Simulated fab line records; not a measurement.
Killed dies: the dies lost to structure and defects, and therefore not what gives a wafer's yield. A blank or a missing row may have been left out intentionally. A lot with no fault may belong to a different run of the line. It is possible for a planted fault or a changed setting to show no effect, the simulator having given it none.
A struck lot beside a sound one || flow n5 finfet || 43 steps out of a route of 1938
Sound: the wafers L986.2, L986.3, L986.6. Wafers struck: L976.1, L976.2, L976.3. The cause comes at the end.
At each step with rows: each side's tool, then ch and its chambers, then its first start. Under that, the readings that differ: sound wafers || struck wafers || difference of the means || sigmas: that difference in standard deviations of wafers without a fault.
alike: same words and numbers on both sides, and readings whose means sit less than 2 such deviations apart. not compared: any withheld reading, any reading some wafer has no value for, any bound like >300 that may hide the same value, and any number with overlapping values for which the record gives no deviation.
A row with sigmas, a row that says differs or no value, or rows on one side alone: a step with any of these is where the two part. Non-overlapping numbers with no deviation appear without sigmas and do not part them. Lack of a reading on every wafer of one side parts them only where that side has two or more wafers.

first, 1 step without rows for these wafers: N5_HKMG_FIN_STRIP_56 (strips in N2/H2).
N5_HKMG_FIN_STRIP_57: strips in CF4.
  sound on rie diel-06 ch 0,2,3, day 7 11:00; struck on rie diel-04 ch 1,2,3, day 4 23:30
  alike: cf4 flow sccm, drypump motor current A, oes product au, rf vpp V, showerhead plenum p Torr, throttle valve pct
  not compared: rf hours counter h
then, 10 steps without rows for these wafers: N5_HKMG_FIN_ETCH_58 (etches SOC in N2/H2, target depth 215.8 nm, time 741 s); N5_HKMG_FIN_STRIP_93 (strips SOC in N2/H2, time 20 s); N5_HKMG_FIN_WET_ETCH_76 (etches Al2O3 in dNH4OH, stops on La2O3, target depth 2.25 nm, rinse time 30 s); N5_HKMG_FIN_STRIP_60 (strips in N2/H2, time 360 s); N5_HKMG_FIN_WET_ETCH_77 (etches La2O3 in dHCl, stops on HfO2, target depth 2 nm); N5_HKMG_FIN_WET_ETCH_78 (etches Al2O3 in dNH4OH, stops on La2O3, target depth 4.5 nm, rinse time 30 s); N5_HKMG_FIN_ALD_79 (deposits TiN, target thk 1.5 nm, pulse time 1 s, purge time 3 s); N5_HKMG_FIN_CVD_62 (deposits a-Si from Si2H6, target thk 3 nm, time 20.8 s); N5_HKMG_FIN_RTA_80 (time 2 s); N5_HKMG_FIN_PRECLEAN_64 (cleans in dHF, time 30 s).
N5_HKMG_FIN_WET_ETCH_65: etches a-Si in TMAH, stops on TiN, time 49 s, target depth 3 nm.
  sound on wet bench-04 ch 0,6,7, day 7 12:46; struck on wet bench-04 ch 1,2,3, day 5 01:25
  no value came back on the struck wafers for bath guard temp C (C), bath heat duty pct (%); on the sound wafers bath guard temp C (C) reads 68.8 70.5 70.1
{"reading": "model.a-Si_of_HKMG_FIN_CVD_62.thk nm (nm)", "sound": "0 0 0", "struck": "3 3.2 3", "difference": "+3", "sigmas": ""}
  not compared: model.TiN_of_HKMG_FIN_ALD_79.thk nm
then, 2 steps without rows for these wafers: N5_HKMG_FIN_WET_ETCH_81 (etches TiN in SC1, stops on HfO2, time 57 s, target depth 6 nm); N5_HKMG_FIN_WET_ETCH_82 (etches La2O3 in dHCl, stops on HfO2, target depth 2 nm, rinse time 30 s).
N5_HKMG_FIN_ALD_36: deposits TiN, target thk 1 nm, pulse time 1 s, purge time 3 s.
  sound on ald metal-03 ch 2,3, day 7 12:53; struck on ald metal-01 ch 1,2,3, day 5 01:31
  alike: heater power w, precursor pulse height rel
N5_HKMG_FIN_THK_MEAS_70: measures by xrf.
  sound on film metro-02 at day 7 13:10; struck on film metro-02 at day 5 01:48
  alike: HK_THK
then, 9 steps without rows for these wafers: N5_HKMG_FIN_PWFM_ALD_03 (deposits TiN, target thk 2 nm, pulse time 1 s, purge time 3 s); N5_HKMG_FIN_COAT_29 (time 60 s, resist thk 300 nm); N5_HKMG_FIN_COAT_30 (time 60 s, resist thk 35 nm); N5_HKMG_FIN_COAT_06 (resist thk 90 nm); N5_HKMG_FIN_EBR_08; N5_HKMG_FIN_SOFTBAKE_07 (time 60 s); N5_HKMG_FIN_EXPOSE_09 (exposes mask NWFM); N5_HKMG_FIN_PEB_10 (peb time 60 s); N5_HKMG_FIN_DEVELOP_11 (develop time 30 s).
N5_HKMG_FIN_CD_MEAS_12: the cd target is 92.8 nm.
  sound on cd sem-01 ch 0, day 7 13:55; struck on cd sem-02 ch 0, day 5 02:33
  alike: cd nm
N5_HKMG_FIN_OVL_MEAS_13:
  sound on overlay-02 ch 0, day 7 13:56; struck on overlay-02 ch 0, day 5 02:35
  alike: NWFM_OVL
N5_HKMG_FIN_INSPECT_14: inspects for defects (macro).
  sound on defect inspect-02 at day 7 13:58; struck on defect inspect-02 at day 5 02:36
  alike: raw defect count
then, 1 step without rows for these wafers: N5_HKMG_FIN_DESCUM_17 (chemistry O2, time 7.9 s).
N5_HKMG_FIN_ETCH_31: etches SiARC in CF4, target depth 45.5 nm, time 75.8 s.
  sound on rie diel-03 ch 0,2, day 7 14:02; struck on rie diel-04 ch 1,2,3, day 5 03:07
  alike: bias w, cf4 flow sccm, drypump motor current A, etch rf on time s, oes product au, rf vpp V, showerhead plenum p Torr, throttle valve pct
  not compared: rf hours counter h
N5_HKMG_FIN_ETCH_32: etches SOC in N2/H2, target depth 240 nm, time 300 s.
  sound on rie diel-03 ch 0,2, day 7 14:05; struck on rie diel-04 ch 1,2,3, day 5 03:10
  alike: bias w, chamber pressure mTorr, drypump motor current A, oes product au, rf vpp V, showerhead plenum p Torr, throttle valve pct
  not compared: rf hours counter h
then, 6 steps without rows for these wafers: N5_HKMG_FIN_STRIP_33 (strips in N2/H2); N5_HKMG_FIN_STRIP_34 (strips in CF4); N5_HKMG_FIN_ETCH_35 (etches SOC in N2/H2, target depth 215.8 nm, time 243.4 s); N5_HKMG_FIN_STRIP_92 (strips SOC in N2/H2, time 20 s); N5_HKMG_FIN_WET_ETCH_18 (etches TiN in SC1, time 55 s, target depth 5.2 nm, rinse time 30 s); N5_HKMG_FIN_STRIP_19 (strips in N2/H2, time 360 s).
N5_HKMG_FIN_ALD_91: deposits TiN, target thk 1 nm, pulse time 1 s, purge time 3 s.
  sound on ald metal-03 ch 0,2,3, day 7 14:59; struck on ald metal-01 ch 1,2,3, day 5 04:04
  alike: heater power w, precursor pulse height rel
then, 3 steps without rows for these wafers: N5_HKMG_FIN_COAT_85 (time 60 s, resist thk 300 nm); N5_HKMG_FIN_ETCH_86 (etches SOC in N2/H2, stops on TiN, target depth 393.2 nm); N5_HKMG_FIN_STRIP_89 (strips SOC in N2/H2, time 20 s).
-- record jumps: 4 days separate the struck wafers' starts on either side; left off in module HKMG_FIN, taken up again in module BEOL_M4, whose first shown step is the route's number 1111 --
N5_BEOL_M4_RC_MEAS_101:
  sound on prober-01 ch 0, day 11 18:04; struck on prober-02 ch 0, day 8 23:53
{"reading": "EOT_P", "sound": "10.43 10.46 10.38", "struck": "10.92 10.96 10.94", "difference": "+0.52", "sigmas": "+6"}
{"reading": "IGATE_P (nA/um)", "sound": "0.0040 0.0035 0.0044", "struck": "0.0007 0.0006 0.0006", "difference": -0.0033, "sigmas": -7}
{"reading": "IOFF_N (nA/um)", "sound": "0.201 0.212 0.158", "struck": "0.000 0.000 0.000", "difference": -0.190, "sigmas": -8}
{"reading": "IOFF_N_85C (nA/um)", "sound": "3.8 4.0 3.1", "struck": "0.0 0.0 0.0", "difference": -3.6, "sigmas": -9}
{"reading": "IOFF_N_LIN (nA/um)", "sound": "0.088 0.091 0.074", "struck": "0.000 0.000 0.000", "difference": -0.084, "sigmas": -9}
{"reading": "IOFF_N_LONG (nA/um)", "sound": "5.88e-05 5.74e-05 5.8e-05", "struck": "4.23e-05 4.18e-05 4.3e-05", "difference": -1.57e-05, "sigmas": -7}
{"reading": "IOFF_P (nA/um)", "sound": "0.25 0.27 0.21", "struck": "5.98 5.52 5.95", "difference": "+5.57", "sigmas": "+99 or more"}
{"reading": "IOFF_P_85C (nA/um)", "sound": "4.2 4.5 3.6", "struck": "60.3 57.0 60.0", "difference": "+55.0", "sigmas": "+99 or more"}
{"reading": "IOFF_P_LIN (nA/um)", "sound": "0.110 0.118 0.100", "struck": "2.634 2.550 2.685", "difference": "+2.514", "sigmas": "+99 or more"}
{"reading": "IOFF_P_LONG (nA/um)", "sound": "0.000111 0.00011 0.000113", "struck": "0.001361 0.001381 0.001387", "difference": "+0.001265", "sigmas": "+99 or more"}
{"reading": "ION_N (uA/um)", "sound": "678 681 678", "struck": "154 156 157", "difference": -523, "sigmas": -48}
{"reading": "ION_P (uA/um)", "sound": "462 466 466", "struck": "580 586 594", "difference": "+122", "sigmas": "+16"}
{"reading": "VT_N (mV)", "sound": "247.8 247.0 249.5", "struck": "500.7 503.8 499.9", "difference": "+253.4", "sigmas": "+99 or more"}
{"reading": "VT_N_LONG (mV)", "sound": "274.1 274.5 274.9", "struck": "520.0 513.3 517.7", "difference": "+242.5", "sigmas": "+99 or more"}
{"reading": "VT_N_LVT (mV)", "sound": "94.4 95.1 98.2", "struck": "353.0 351.8 350.9", "difference": "+256.0", "sigmas": "+95"}
{"reading": "VT_P (mV)", "sound": "-248 -246 -249", "struck": "-157 -160 -158", "difference": "+89", "sigmas": "+26"}
{"reading": "VT_P_LONG (mV)", "sound": "-273.4 -272.8 -272.4", "struck": "-198.3 -197.2 -195.7", "difference": "+75.8", "sigmas": "+28"}
{"reading": "VT_P_LVT (mV)", "sound": "-97.2 -96.0 -97.9", "struck": "-8.3 -9.2 -7.9", "difference": "+88.6", "sigmas": "+33"}
  alike: DIBL_N, DIBL_P, SS_N, SS_P

## WHERE THEY PART
Last at N5_BEOL_M4_RC_MEAS_101 as far as this record goes, first at N5_HKMG_FIN_WET_ETCH_65.

WHY: what the simulator had put in
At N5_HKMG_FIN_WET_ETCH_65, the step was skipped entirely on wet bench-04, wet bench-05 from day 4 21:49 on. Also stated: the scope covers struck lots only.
